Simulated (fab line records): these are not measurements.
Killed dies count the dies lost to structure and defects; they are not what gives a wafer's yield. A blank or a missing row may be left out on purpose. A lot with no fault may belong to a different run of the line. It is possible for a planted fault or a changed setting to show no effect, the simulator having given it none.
fab line records -- flow nand_harc
[record] lots = 13, wafers = 38, last_day = 25
route steps=1159 shown A_SLIT@780 THIN_TSV@1127 END@1159
lots with no fault: from the same line, run without faults
start_h: hours from the record's first day to the start of the lot's first wafer shown -- wait_h: hours elapsed since this lot's preceding step -- " repeats the value in the row above -- L1.1+2: one row covering several wafers at once -- - no value, or no start was given -- * or withheld: withheld -- < > ~ a bound
route shown NAME@n: names a module that has steps shown in the file, with the first one's number in the route -- usual: mean/standard deviation taken from wafers without a fault -- same: alike in all rows -- chamber/n: place in a boat -- sites: each site's reading -- _std_site: standard deviation of those values -- _edge_site: outer sites' mean less inner sites' -- radius_mm: how far each site lies from the wafer's centre -- mask NAME#n: copy n -- behind: the most recent tool/chamber to have shaped the wafer -- hold: the reason the lot was held/the length of the hold in hours/how it ended -- device: the n, p or np transistor that did not switch -- end of line: tests run on the same wafers once the route is complete -- step lacking rows: just its recipe -- killed: dies that structure and defects cost at the first sort, which is not the same as the wafer's yield -- map: per-die view of a wafer (x killed, . not killed, _ where there is no die)
set.NAME: the run value of the setting; set.NAME@STEP: its run value at that earlier step -- model.NAME: the simulator's own value behind a step, which no gauge read
route steps across a sampled set of lots; one table per step, one row per wafer
services: the hour from which a tool's chamber was out of use, counted from the record's first day as start_h (under 0 if before that day), plus the number of hours and why
[[steps]]
[step NHARC_A_SLIT_DEP_00]
[recipe] target_thk_a = 32000, temp_c = 400, material = aC
[usual] susceptor_temp_C = 400.03/0.24, throttle_valve_pct = 35.000/0.009
lot.wafer,tool,chamber,start_h,wait_h,susceptor_temp_C,throttle_valve_pct
L446.2,acl_dep-02,0,313.26,-,399.97,35.000
L446.3,acl_dep-02,0,313.26,-,399.98,35.004
L446.6,acl_dep-02,0,313.26,-,400.14,34.995
L448.1,acl_dep-02,0,324.32,-,400.31,34.999
L448.5,acl_dep-02,0,325.63,-,399.61,35.006
L448.6,acl_dep-02,0,325.63,-,400.19,35.005
L447.1,acl_dep-03,0,324.93,-,-,35.004
L447.4,acl_dep-03,0,324.93,-,-,35.004
L447.5,acl_dep-03,0,324.93,-,-,35.006
L449.1,acl_dep-02,0,340.53,-,-,34.993
L449.4,acl_dep-02,0,340.53,-,-,34.986
L449.6,acl_dep-02,0,340.53,-,-,34.993
L452.1,acl_dep-01,0,364.69,-,399.75,34.991
L452.3,acl_dep-01,0,364.69,-,399.65,35.012
L452.4,acl_dep-01,0,364.69,-,400.13,34.998
L453.1,acl_dep-02,0,379.27,-,400.10,34.988
L453.2,acl_dep-02,0,379.27,-,400.07,35.014
L453.4,acl_dep-02,0,379.27,-,400.37,35.005
L454.1,acl_dep-02,0,381.26,-,-,35.011
L454.6,acl_dep-02,0,382.88,-,-,34.996
L458.1,acl_dep-03,0,393.18,-,399.92,35.000
L458.2,acl_dep-03,0,393.18,-,400.02,35.014
L458.6,acl_dep-03,0,394.84,-,399.88,34.988
L459.1,acl_dep-01,0,404.51,-,-,35.005
L459.3,acl_dep-01,0,404.51,-,-,35.003
L459.5,acl_dep-01,0,404.51,-,-,34.994
L464.1,acl_dep-03,0,432.68,-,399.60,34.997
L464.2,acl_dep-03,0,432.68,-,399.78,35.007
L464.3,acl_dep-03,0,432.68,-,399.71,35.000
L465.3,acl_dep-01,0,433.94,-,399.92,34.995
L465.4,acl_dep-01,0,433.94,-,399.75,34.990
L465.6,acl_dep-01,0,433.94,-,400.18,35.013
L467.2,acl_dep-01,0,442.19,-,399.84,35.004
L467.4,acl_dep-01,0,442.19,-,399.63,34.986
L467.5,acl_dep-01,0,442.19,-,400.09,35.006
L468.1,acl_dep-03,0,464.28,-,400.55,34.998
L468.3,acl_dep-03,0,464.28,-,400.01,34.991
L468.6,acl_dep-03,0,464.28,-,399.95,35.004
[step NHARC_THIN_TSV_DEGAS_49]
[recipe] temp_c = 300, time_s = 120
[usual] heater_power_w = 461/49, susceptor_temp_C = 300.01/0.17
lot.wafer,tool,chamber,start_h,wait_h,heater_power_w,susceptor_temp_C
L446.2,pvd_sputter-02,-,497.03,0.2,416,299.89
L446.3,pvd_sputter-02,-,497.03,0.2,467,299.95
L446.6,pvd_sputter-02,-,497.03,0.2,517,300.06
L447.1,pvd_sputter-02,-,499.84,0.6,427,300.11
L447.4,pvd_sputter-02,-,499.84,0.6,504,299.92
L447.5,pvd_sputter-02,-,499.84,0.6,429,300.16
L448.1,pvd_sputter-02,-,501.13,0.6,426,299.65
L448.6,pvd_sputter-02,-,501.13,0.6,438,300.00
L448.5,pvd_sputter-02,-,501.13,0.6,523,299.97
L449.1,pvd_sputter-02,-,503.82,0.4,464,300.17
L449.4,pvd_sputter-02,-,503.82,0.4,442,300.23
L449.6,pvd_sputter-02,-,503.82,0.4,447,300.22
L452.1,pvd_sputter-02,-,506.29,2.3,476,299.88
L452.4,pvd_sputter-02,-,506.29,2.3,452,300.09
L452.3,pvd_sputter-02,-,506.29,2.3,513,299.93
L458.2,pvd_sputter-02,-,511.51,0.2,422,299.85
L458.1,pvd_sputter-02,-,511.51,0.2,458,299.94
L458.6,pvd_sputter-02,-,511.51,0.2,522,299.85
L459.3,pvd_sputter-03,-,527.94,0.1,465,300.31
L459.1,pvd_sputter-03,-,527.94,0.1,518,300.03
L459.5,pvd_sputter-03,-,527.94,0.1,474,300.23
L465.4,pvd_sputter-03,-,539.61,0.1,348,300.27
L465.3,pvd_sputter-03,-,539.61,0.1,435,299.81
L465.6,pvd_sputter-03,-,539.61,0.1,363,299.64
L464.2,pvd_sputter-03,-,544.53,0.1,524,299.96
L464.1,pvd_sputter-03,-,544.53,0.1,482,299.86
L464.3,pvd_sputter-03,-,544.53,0.1,347,299.95
L467.2,pvd_sputter-01,-,553.09,0.1,509,299.70
L467.4,pvd_sputter-01,-,553.09,0.1,523,300.23
L467.5,pvd_sputter-01,-,553.09,0.1,529,299.94
L468.3,pvd_sputter-01,-,568.90,0.1,530,299.92
L468.1,pvd_sputter-01,-,568.90,0.1,465,299.91
L468.6,pvd_sputter-01,-,568.90,0.1,541,299.83
[step NHARC_THIN_TSV_CMP_21]
[recipe] t_overpolish_s = 30, target_thk_nm = 2000
[usual] motor_current_A = 13.1/1.1, overpolish_run_s = 30.001/0.0086
[same] t_overpolish_s = 30
lot.wafer,tool,chamber,start_h,wait_h,motor_current_A,overpolish_run_s
L446.2,cmp-03,1,499.21,-,12.6,29.990
L446.3,cmp-03,2,499.21,-,13.8,30.007
L446.6,cmp-03,0,499.21,-,13.1,29.993
L447.1,cmp-04,3,502.44,-,13.1,30.001
L447.4,cmp-04,0,502.44,-,12.8,29.992
L447.5,cmp-04,0,502.44,-,12.8,29.994
L448.1,cmp-04,1,503.55,-,14.5,30.002
L448.5,cmp-04,0,503.55,-,12.8,30.008
L448.6,cmp-04,1,503.55,-,15.0,29.992
L449.4,cmp-03,3,508.68,-,12.7,30.008
L449.1,cmp-03,0,508.68,-,13.4,30.008
L449.6,cmp-03,2,508.68,-,14.8,30.002
L452.1,cmp-03,1,509.61,-,13.0,30.017
L452.3,cmp-03,3,509.61,-,12.7,30.010
L452.4,cmp-03,0,509.61,-,13.2,29.989
L458.2,cmp-04,0,513.11,-,13.2,29.992
L458.1,cmp-04,1,513.11,-,15.8,30.008
L458.6,cmp-04,3,513.11,-,13.8,29.991
L459.3,cmp-03,3,529.55,-,12.3,29.997
L459.1,cmp-03,0,529.55,-,13.3,30.004
L459.5,cmp-03,2,529.55,-,14.4,30.001
L465.3,cmp-02,3,541.12,-,9.9,29.990
L465.4,cmp-02,0,541.12,-,13.4,30.001
L465.6,cmp-02,0,541.12,-,13.3,29.998
L464.1,cmp-02,1,546.11,-,13.0,30.013
L464.2,cmp-02,2,546.11,-,14.0,29.991
L464.3,cmp-02,3,546.11,-,9.8,29.998
L467.4,cmp-03,1,554.71,-,12.8,30.003
L467.2,cmp-03,2,554.71,-,13.8,29.979
L467.5,cmp-03,2,554.71,-,14.2,30.001
L468.3,cmp-04,1,570.46,-,14.8,29.994
L468.1,cmp-04,2,570.46,-,13.0,30.000
L468.6,cmp-04,2,570.46,-,13.7,30.004
[step NHARC_THIN_TSV_ETCH_59]
[recipe] target_depth_a = 8800, icp_w = 900, bias_w = 100, Cl2_flow_sccm = 60, bcl3_flow_sccm = 30, time_s = 138.1, chemistry = Cl2/BCl3
[usual] drypump_motor_current_A = 5.54/0.27, he_backside_leak_sccm = 3.36/0.2, oes_product_au = 1.001/0.0098, rf_fwd_power_W = 895.6/2.9, throttle_valve_pct = 22.263/0.0087
lot.wafer,tool,chamber,start_h,wait_h,drypump_motor_current_A,he_backside_leak_sccm,oes_product_au,rf_fwd_power_W,rf_hours_counter_h,throttle_valve_pct
L446.2,rie_metal-01,0,502.28,0.1,5.95,2.90,1.004,894.4,4.3,22.249
L446.3,rie_metal-01,1,502.28,0.1,5.96,3.28,1.004,897.5,-,22.263
L446.6,rie_metal-01,1,502.28,0.1,5.98,3.33,0.992,902.2,-,22.253
L447.1,rie_metal-03,0,507.48,0.1,5.28,3.06,0.992,894.8,1.3,22.272
L447.4,rie_metal-03,1,507.48,0.1,5.39,3.36,0.998,891.1,-,22.263
L447.5,rie_metal-03,1,507.48,0.1,5.38,3.39,0.991,894.4,-,22.261
L448.1,rie_metal-02,1,509.08,0.1,5.35,3.45,0.989,898.5,2.0,22.263
L448.6,rie_metal-02,0,509.08,0.1,5.88,3.60,1.003,895.7,-,22.258
L448.5,rie_metal-02,1,509.08,0.1,5.34,3.43,1.004,897.0,-,22.261
L449.1,rie_metal-02,0,510.75,0.1,5.87,3.79,1.007,901.7,3.1,22.257
L449.4,rie_metal-02,0,510.75,0.1,5.86,3.61,1.001,894.6,-,22.264
L449.6,rie_metal-02,1,510.75,0.1,5.34,3.29,0.991,898.2,-,22.266
L452.1,rie_metal-02,1,511.58,0.1,5.38,3.27,0.995,893.3,2.4,22.271
L452.4,rie_metal-02,0,511.58,0.1,5.85,3.41,1.017,897.2,-,22.244
L452.3,rie_metal-02,1,511.58,0.1,5.37,3.15,0.994,892.1,-,22.276
L458.2,rie_metal-03,1,514.98,0.1,5.42,3.32,1.007,891.4,2.4,22.260
L458.1,rie_metal-03,0,514.98,0.1,5.26,3.29,1.022,894.5,2.4,22.255
L458.6,rie_metal-03,1,514.98,0.1,5.44,3.30,0.998,894.3,-,22.273
L459.1,rie_metal-03,1,531.57,0.1,5.42,3.02,0.999,894.5,3.1,22.266
L459.3,rie_metal-03,1,531.57,0.1,5.42,3.19,0.995,891.8,-,22.267
L459.5,rie_metal-03,0,531.57,0.1,5.27,3.01,1.011,892.7,-,22.259
L465.4,rie_metal-03,1,543.08,0.2,5.41,3.18,0.995,896.2,-,22.277
L465.3,rie_metal-03,0,543.08,0.2,5.29,3.37,1.011,901.2,-,22.260
L465.6,rie_metal-03,1,543.08,0.2,5.36,3.27,1.004,896.1,-,22.274
L464.2,rie_metal-02,0,547.98,0.1,5.90,3.71,1.001,895.8,5.3,22.273
L464.1,rie_metal-02,1,547.98,0.1,5.38,3.23,1.000,891.2,4.4,22.276
L464.3,rie_metal-02,1,547.98,0.1,5.35,3.34,1.001,898.8,-,22.269
L467.2,rie_metal-03,1,556.67,0.1,5.42,3.28,0.999,897.5,3.8,22.259
L467.4,rie_metal-03,0,556.67,0.1,5.28,3.23,1.012,898.3,-,22.269
L467.5,rie_metal-03,0,556.67,0.1,5.26,3.09,1.021,898.7,-,22.256
L468.1,rie_metal-03,0,572.27,0.1,5.25,3.15,1.007,895.6,4.4,22.261
L468.3,rie_metal-03,0,572.27,0.1,5.29,3.26,0.996,894.9,-,22.260
L468.6,rie_metal-03,1,572.27,0.1,5.36,3.12,0.994,892.9,-,22.258
[step NHARC_END_SORT_01]
[recipe] temp_c = 25
[usual] killed_at_array = 26/11, killed_at_other = 0.4/0.78, killed_at_periphery = 3.4/2.4, killed_dies = 29/11, killed_open = 3.1/1.9, killed_short = 1.9/1.4
[same] gross_dies = 677
lot.wafer,tool,chamber,start_h,wait_h,killed_at_array,killed_at_other,killed_at_periphery,killed_dies,killed_open,killed_short
L446.2,prober-02,0,513.97,2.8,33,0,4,37,3,1
L446.3,prober-02,0,514.79,3.1,38,0,3,41,3,3
L446.6,prober-02,0,517.23,4.1,32,0,6,38,6,3
L447.1,prober-01,0,521.05,2.5,23,1,2,26,2,4
L447.4,prober-01,0,523.43,3.4,35,0,2,37,1,3
L447.5,prober-01,0,524.22,3.7,31,0,2,33,4,2
L448.1,prober-01,0,528.76,2.5,16,0,5,21,2,7
L448.5,prober-01,0,531.97,3.7,14,0,3,17,2,3
L448.6,prober-01,0,532.77,4.0,17,0,4,21,8,1
L452.1,prober-02,0,536.69,2.5,28,0,2,30,3,3
L452.3,prober-02,0,538.32,3.1,39,0,0,39,5,1
L452.4,prober-02,0,539.13,3.4,18,0,1,19,1,0
L449.1,prober-01,0,544.42,2.5,24,0,4,28,1,2
L449.4,prober-01,0,546.82,3.4,19,0,3,22,6,0
L449.6,prober-01,0,548.43,4.0,24,0,4,28,1,1
L453.1,prober-02,0,552.42,2.5,674,0,1,675,6,0
L453.2,prober-02,0,553.21,2.8,673,0,2,675,2,1
L453.4,prober-02,0,554.79,3.4,665,1,11,677,3,2
L458.1,prober-01,0,560.00,2.4,31,0,4,35,1,0
L458.2,prober-01,0,560.79,2.7,44,0,2,46,2,0
L458.6,prober-01,0,563.95,4.0,36,2,1,39,1,1
L454.1,prober-02,0,560.14,2.5,673,0,1,674,2,4
L454.6,prober-02,0,564.15,4.0,671,1,3,675,2,0
L459.1,prober-01,0,575.54,2.5,37,1,3,41,5,1
L459.3,prober-01,0,577.16,3.1,28,0,2,30,2,2
L459.5,prober-01,0,578.78,3.7,40,1,2,43,2,3
L465.3,prober-01,0,585.01,3.1,34,0,7,41,3,3
L465.4,prober-01,0,585.82,3.4,17,0,1,18,0,2
L465.6,prober-01,0,587.44,4.1,30,1,2,33,0,1
L464.1,prober-02,0,594.96,6.1,28,0,5,33,3,2
L464.2,prober-02,0,595.75,6.4,53,0,4,57,5,0
L464.3,prober-02,0,596.55,6.8,49,0,1,50,2,3
L467.2,prober-01,0,599.84,2.8,17,0,3,20,3,3
L467.4,prober-01,0,601.43,3.4,17,0,1,18,3,2
L467.5,prober-01,0,602.22,3.7,19,1,3,23,3,2
L468.1,prober-01,0,606.87,2.5,15,0,3,18,4,0
L468.3,prober-01,0,608.47,3.1,15,1,8,24,3,3
L468.6,prober-01,0,610.86,4.0,20,0,13,33,3,7
// killed by level:class
L446.2 A_SLIT:chamber_film_flake=15 A_CHANNEL_HOLE_D1:chamber_film_flake=11 A_STAIRCASE:chamber_film_flake=2 P_GATE:geometric_particle:open=1 A_WL_FILL:geometric_particle:short=1 A_CONTACT:geometric_particle:open=1 A_M0:geometric_particle:open=1 P_STI:chamber_film_flake=1
L446.3 A_CHANNEL_HOLE_D1:chamber_film_flake=15 A_SLIT:chamber_film_flake=13 A_WL_FILL:geometric_particle:short=2 A_CONTACT:geometric_particle:open=2 A_ZERO_WELL:chamber_film_flake=2 A_CONTACT:chamber_film_flake=2 P_M0:geometric_particle:short=1 P_M2:geometric_particle:open=1
L446.6 A_CHANNEL_HOLE_D1:chamber_film_flake=11 A_SLIT:chamber_film_flake=8 A_STAIRCASE:chamber_film_flake=4 P_CONTACT:geometric_particle:open=2 A_M1:geometric_particle:open=2 P_CONTACT:geometric_particle:short=1 A_CHANNEL_FILL_D1:geometric_particle:open=1 A_WL_FILL:geometric_particle:short=1
L447.1 A_CHANNEL_HOLE_D1:chamber_film_flake=9 A_STAIRCASE:chamber_film_flake=6 A_SLIT:chamber_film_flake=3 A_CONTACT:chamber_film_flake=2 P_CONTACT:geometric_particle:short=1 P_BONDPAD:geometric_particle:short=1 A_CONTACT:geometric_particle:short=1 A_CONTACT:geometric_particle:open=1
L447.4 A_CHANNEL_HOLE_D1:chamber_film_flake=21 A_SLIT:chamber_film_flake=5 A_STAIRCASE:chamber_film_flake=4 A_CONTACT:chamber_film_flake=2 P_CONTACT:geometric_particle:short=1 P_M0:geometric_particle:open=1 A_ONON_D1:geometric_particle:short=1 A_CHANNEL_FILL_D1:geometric_particle:short=1
L447.5 A_SLIT:chamber_film_flake=11 A_CHANNEL_HOLE_D1:chamber_film_flake=10 A_STAIRCASE:chamber_film_flake=3 A_CONTACT:geometric_particle:open=2 A_CONTACT:chamber_film_flake=2 P_CONTACT:geometric_particle:short=1 P_M2:geometric_particle:open=1 A_WL_FILL:geometric_particle:open=1
L448.1 A_WL_FILL:chamber_film_flake=5 P_STI:chamber_film_flake=3 A_CHANNEL_HOLE_D1:geometric_particle:short=2 A_CONTACT:geometric_particle:open=2 P_M0:geometric_particle:short=1 A_ONON_D1:geometric_particle:short=1 A_CHANNEL_FILL_D1:geometric_particle:short=1 A_WL_FILL:geometric_particle:short=1
L448.5 A_CHANNEL_HOLE_D1:chamber_film_flake=3 A_WL_FILL:chamber_film_flake=3 A_BLC:chamber_film_flake=2 P_CONTACT:geometric_particle:short=1 A_ONON_D1:geometric_particle:open=1 A_CHANNEL_FILL_D1:geometric_particle:short=1 A_WL_FILL:geometric_particle:short=1 A_CONTACT:geometric_particle:open=1
L448.6 A_CHANNEL_HOLE_D1:chamber_film_flake=3 A_WL_FILL:chamber_film_flake=3 A_CONTACT:geometric_particle:open=2 P_CONTACT:geometric_particle:open=1 P_M0:geometric_particle:open=1 A_SOURCE_PLATE:geometric_particle:open=1 A_ONON_D1:geometric_particle:open=1 A_CHANNEL_HOLE_D1:geometric_particle:open=1
L452.1 A_CHANNEL_HOLE_D1:chamber_film_flake=14 A_SLIT:chamber_film_flake=5 A_STAIRCASE:chamber_film_flake=3 P_CONTACT:geometric_particle:open=1 P_CONTACT:geometric_particle:short=1 A_CHANNEL_FILL_D1:geometric_particle:short=1 A_CONTACT:geometric_particle:open=1 A_M0:geometric_particle:short=1
L452.3 A_CHANNEL_HOLE_D1:chamber_film_flake=19 A_SLIT:chamber_film_flake=9 A_WL_FILL:chamber_film_flake=3 A_STAIRCASE:chamber_film_flake=2 A_CHANNEL_HOLE_D1:geometric_particle:open=1 A_WL_FILL:geometric_particle:open=1 A_WL_FILL:geometric_particle:short=1 A_CONTACT:geometric_particle:open=1
L452.4 A_CHANNEL_HOLE_D1:chamber_film_flake=7 A_STAIRCASE:chamber_film_flake=4 A_WL_FILL:chamber_film_flake=3 A_SLIT:chamber_film_flake=3 A_SGD_CUT:geometric_particle:open=1 P_ZERO_WELL:chamber_film_flake=1
L449.1 A_CHANNEL_HOLE_D1:chamber_film_flake=9 A_CONTACT:chamber_film_flake=4 P_CONTACT:chamber_film_flake=2 A_STAIRCASE:chamber_film_flake=2 A_M1:chamber_film_flake=2 A_CHANNEL_FILL_D1:geometric_particle:short=1 A_WL_FILL:geometric_particle:short=1 A_WL_FILL:geometric_particle:open=1
L449.4 A_CHANNEL_HOLE_D1:chamber_film_flake=5 A_STAIRCASE:chamber_film_flake=3 A_CONTACT:geometric_particle:open=2 A_WL_FILL:chamber_film_flake=2 A_CONTACT:chamber_film_flake=2 P_CONTACT:geometric_particle:open=1 A_CHANNEL_FILL_D1:geometric_particle:open=1 A_WL_FILL:geometric_particle:open=1
L449.6 A_STAIRCASE:chamber_film_flake=8 A_CONTACT:chamber_film_flake=8 A_CHANNEL_HOLE_D1:chamber_film_flake=7 P_CONTACT:chamber_film_flake=2 P_CONTACT:geometric_particle:open=1 A_CONTACT:geometric_particle:short=1 P_ZERO_WELL:chamber_film_flake=1
L453.1 A_SLIT:area_dep=631 A_CHANNEL_HOLE_D1:chamber_film_flake=22 A_SLIT:chamber_film_flake=9 A_STAIRCASE:chamber_film_flake=5 A_CONTACT:geometric_particle:open=3 A_CONTACT:chamber_film_flake=2 P_CONTACT:geometric_particle:open=1 A_CHANNEL_FILL_D1:geometric_particle:open=1
L453.2 A_SLIT:area_dep=647 A_CHANNEL_HOLE_D1:chamber_film_flake=14 A_SLIT:chamber_film_flake=4 A_CONTACT:chamber_film_flake=3 A_STAIRCASE:chamber_film_flake=2 P_CONTACT:geometric_particle:open=1 A_CHANNEL_FILL_D1:geometric_particle:short=1 A_SGD_CUT:geometric_particle:open=1
L453.4 A_SLIT:area_dep=620 A_CHANNEL_HOLE_D1:chamber_film_flake=20 A_SLIT:chamber_film_flake=15 P_ZERO_WELL:chamber_film_flake=6 A_STAIRCASE:chamber_film_flake=4 A_CONTACT:chamber_film_flake=3 P_GATE:chamber_film_flake=2 P_GATE:geometric_particle:short=1
L458.1 A_CHANNEL_HOLE_D1:chamber_film_flake=13 A_SLIT:chamber_film_flake=8 A_CONTACT:chamber_film_flake=6 P_ZERO_WELL:chamber_film_flake=2 P_GATE:chamber_film_flake=2 A_STAIRCASE:chamber_film_flake=2 A_M1:geometric_particle:open=1 A_SGD_CUT:chamber_film_flake=1
L454.1 A_SLIT:area_dep=657 A_CONTACT:chamber_film_flake=5 A_CHANNEL_HOLE_D1:chamber_film_flake=2 A_WL_FILL:chamber_film_flake=2 P_M1:geometric_particle:short=1 A_ONON_D1:geometric_particle:short=1 A_CHANNEL_HOLE_D1:geometric_particle:open=1 A_CHANNEL_FILL_D1:geometric_particle:short=1
L458.2 A_CHANNEL_HOLE_D1:chamber_film_flake=18 A_SLIT:chamber_film_flake=13 A_CONTACT:chamber_film_flake=7 A_SGD_CUT:chamber_film_flake=2 A_CHANNEL_HOLE_D1:geometric_particle:open=1 A_STAIRCASE:geometric_particle:open=1 P_ZERO_WELL:chamber_film_flake=1 P_GATE:chamber_film_flake=1
L458.6 A_SLIT:chamber_film_flake=15 A_CHANNEL_HOLE_D1:chamber_film_flake=14 A_CONTACT:chamber_film_flake=5 HYBRID_BOND:chamber_film_flake=2 A_SGD_CUT:geometric_particle:open=1 A_WL_FILL:geometric_particle:short=1 P_ZERO_WELL:chamber_film_flake=1
L454.6 A_SLIT:area_dep=658 A_CONTACT:chamber_film_flake=4 P_ZERO_WELL:chamber_film_flake=3 A_CHANNEL_HOLE_D1:chamber_film_flake=2 A_STAIRCASE:chamber_film_flake=2 A_SOURCE_PLATE:geometric_particle:open=1 A_CONTACT:geometric_particle:open=1 A_SGD_CUT:chamber_film_flake=1
L459.1 A_CHANNEL_HOLE_D1:chamber_film_flake=23 A_SLIT:chamber_film_flake=5 A_SGD_CUT:geometric_particle:open=2 A_CHANNEL_FILL_D1:chamber_film_flake=2 P_GATE:geometric_particle:open=1 A_ONON_D1:geometric_particle:open=1 A_CHANNEL_FILL_D1:geometric_particle:short=1 A_CHANNEL_FILL_D1:geometric_particle:open=1
L459.3 A_SLIT:chamber_film_flake=13 A_CHANNEL_HOLE_D1:chamber_film_flake=8 A_STAIRCASE:chamber_film_flake=3 P_GATE:geometric_particle:open=1 P_M1:geometric_particle:short=1 A_WL_FILL:geometric_particle:short=1 A_M1:geometric_particle:open=1 A_CHANNEL_FILL_D1:chamber_film_flake=1
L459.5 A_CHANNEL_HOLE_D1:chamber_film_flake=20 A_SLIT:chamber_film_flake=14 A_CHANNEL_FILL_D1:chamber_film_flake=2 P_CONTACT:geometric_particle:short=1 A_ONON_D1:geometric_particle:short=1 A_SGD_CUT:geometric_particle:open=1 A_BLC:geometric_particle:open=1 STARTING-WAFER:geometric_particle:short=1
L465.3 A_SLIT:chamber_film_flake=16 A_CONTACT:chamber_film_flake=9 A_CHANNEL_HOLE_D1:chamber_film_flake=4 P_GATE:chamber_film_flake=3 P_GATE:geometric_particle:open=1 P_CONTACT:geometric_particle:short=1 P_CONTACT:geometric_particle:open=1 A_SOURCE_PLATE:geometric_particle:short=1
L465.4 A_SLIT:chamber_film_flake=8 A_CONTACT:chamber_film_flake=4 A_WL_FILL:geometric_particle:short=1 A_M1:geometric_particle:short=1 P_M1:chamber_film_flake=1 A_ZERO_WELL:chamber_film_flake=1 A_CHANNEL_HOLE_D1:chamber_film_flake=1 A_STAIRCASE:chamber_film_flake=1
L465.6 A_SLIT:chamber_film_flake=18 A_CONTACT:chamber_film_flake=5 A_CHANNEL_HOLE_D1:chamber_film_flake=4 A_STAIRCASE:chamber_film_flake=2 STARTING-WAFER:geometric_particle:short=1 P_STI:chamber_film_flake=1 P_M1:chamber_film_flake=1 A_CHANNEL_FILL_D1:chamber_film_flake=1
L464.1 A_CHANNEL_HOLE_D1:chamber_film_flake=15 A_SLIT:chamber_film_flake=4 A_CONTACT:chamber_film_flake=3 P_GATE:chamber_film_flake=2 P_M2:chamber_film_flake=2 P_M0:geometric_particle:short=1 A_CHANNEL_FILL_D1:geometric_particle:open=1 A_WL_FILL:geometric_particle:short=1
L464.2 A_SLIT:chamber_film_flake=24 A_CHANNEL_HOLE_D1:chamber_film_flake=14 A_CONTACT:chamber_film_flake=4 A_STAIRCASE:chamber_film_flake=3 A_CONTACT:geometric_particle:open=2 A_WL_FILL:chamber_film_flake=2 A_M0:chamber_film_flake=2 P_GATE:geometric_particle:open=1
L464.3 A_SLIT:chamber_film_flake=18 A_CHANNEL_HOLE_D1:chamber_film_flake=15 A_STAIRCASE:chamber_film_flake=4 A_WL_FILL:chamber_film_flake=4 A_CONTACT:chamber_film_flake=2 P_M0:geometric_particle:short=1 A_CHANNEL_FILL_D1:geometric_particle:short=1 A_WL_FILL:geometric_particle:short=1
L467.2 A_CHANNEL_HOLE_D1:chamber_film_flake=4 A_CONTACT:chamber_film_flake=3 A_M1:chamber_film_flake=3 A_CONTACT:geometric_particle:open=2 P_GATE:chamber_film_flake=2 P_M0:geometric_particle:short=1 A_CONTACT:geometric_particle:short=1 A_M0:geometric_particle:open=1
L467.4 A_CHANNEL_HOLE_D1:chamber_film_flake=9 A_STAIRCASE:chamber_film_flake=2 A_M1:chamber_film_flake=2 P_STI:geometric_particle:short=1 A_SGD_CUT:geometric_particle:open=1 A_WL_FILL:geometric_particle:open=1 A_WL_FILL:geometric_particle:short=1 A_CONTACT:geometric_particle:open=1
L467.5 A_CHANNEL_HOLE_D1:chamber_film_flake=7 A_STAIRCASE:chamber_film_flake=3 A_CONTACT:chamber_film_flake=3 A_M1:chamber_film_flake=3 P_CONTACT:geometric_particle:short=1 P_M0:geometric_particle:open=1 A_SGD_CUT:geometric_particle:short=1 A_SLIT:geometric_particle:open=1
L468.1 A_CHANNEL_HOLE_D1:chamber_film_flake=5 P_STI:chamber_film_flake=2 A_CONTACT:chamber_film_flake=2 A_M0:chamber_film_flake=2 A_SOURCE_PLATE:geometric_particle:open=1 A_CHANNEL_HOLE_D1:geometric_particle:open=1 A_WL_FILL:geometric_particle:open=1 A_CONTACT:geometric_particle:open=1
L468.3 P_STI:chamber_film_flake=6 A_CHANNEL_FILL_D1:geometric_particle:short=2 A_CHANNEL_HOLE_D1:chamber_film_flake=2 A_M0:chamber_film_flake=2 A_STAIRCASE:chamber_film_flake=2 A_CONTACT:chamber_film_flake=2 P_M0:geometric_particle:open=1 A_WL_FILL:geometric_particle:short=1
L468.6 P_STI:chamber_film_flake=7 A_CHANNEL_HOLE_D1:chamber_film_flake=6 A_CONTACT:chamber_film_flake=6 P_GATE:geometric_particle:short=2 A_WL_FILL:geometric_particle:short=2 P_M2:geometric_particle:open=1 P_M2:geometric_particle:short=1 A_CHANNEL_HOLE_D1:geometric_particle:short=1
[[services]]
tool,chamber,start_h,hours,kind
acl_dep-01,-,293.83,13.0,pm
cmp-03,-,294.03,1.7,repair
cmp-04,-,301.01,4.0,pm
cmp-03,-,303.28,2.6,repair
rie_metal-03,0,320.51,1.8,repair
cmp-03,-,324.01,0.5,repair
rie_metal-03,0,332.13,22.9,repair
cmp-04,-,349.64,5.2,repair
acl_dep-02,-,350.55,13.0,pm
cmp-03,-,352.00,4.0,pm
cmp-03,-,360.87,1.7,repair
cmp-03,-,379.62,1.2,repair
pvd_sputter-02,-,392.00,10.0,pm
cmp-03,-,415.81,1.8,repair
cmp-03,-,450.00,4.0,pm
rie_metal-03,-,453.00,9.0,pm
cmp-03,-,456.41,2.1,repair
pvd_sputter-02,-,522.09,1.1,repair
acl_dep-02,-,532.14,13.0,pm
cmp-03,-,548.00,4.0,pm
pvd_sputter-02,-,559.11,4.2,repair
cmp-03,-,562.44,2.5,repair
cmp-03,-,567.17,5.8,repair
pvd_sputter-02,-,570.00,10.0,pm
[[key]]
[first_sign] step = NHARC_END_SORT_01, reading = killed_at_array, direction = up, sigmas = 61, usual = 26, struck = 671
[effect] step = NHARC_END_SORT_01, reading = killed_dies, direction = up, sigmas = 60, usual = 29, struck = 675
[more_kills_born_at] NHARC_A_SLIT_DEP_00@acl_dep-02 = 3213
met_at NHARC_A_SLIT_DEP_00
struck_lots L453,L454
later_rows_left_out L453.1,L453.2,L453.4,L454.1,L454.6
tester_left_out L453,L454
not_acting_at NHARC_THIN_TSV_DEGAS_49,NHARC_THIN_TSV_CMP_21,NHARC_THIN_TSV_ETCH_59
onset_between 340.53 379.27
[fault] kind = process_parameter_drift, tool = acl_dep-02, chamber = -, onset_h = 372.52, steps = NHARC_A_SLIT_DEP_00, channel = target_thk_a, offset = *, shape = step, acts_in = *, stated = *
// tester_left_out: of these lots the tester's yield and bins aren't shown, on N5 and GAA mostly nor the transistor test; their killed dies are dies lost to structure and defects alone, not to doping, threshold or leakage, so they don't give the yield
// later_rows_left_out: the simulator's readings of these wafers behind a module that went badly wrong aren't trusted and aren't shown, but for the sort
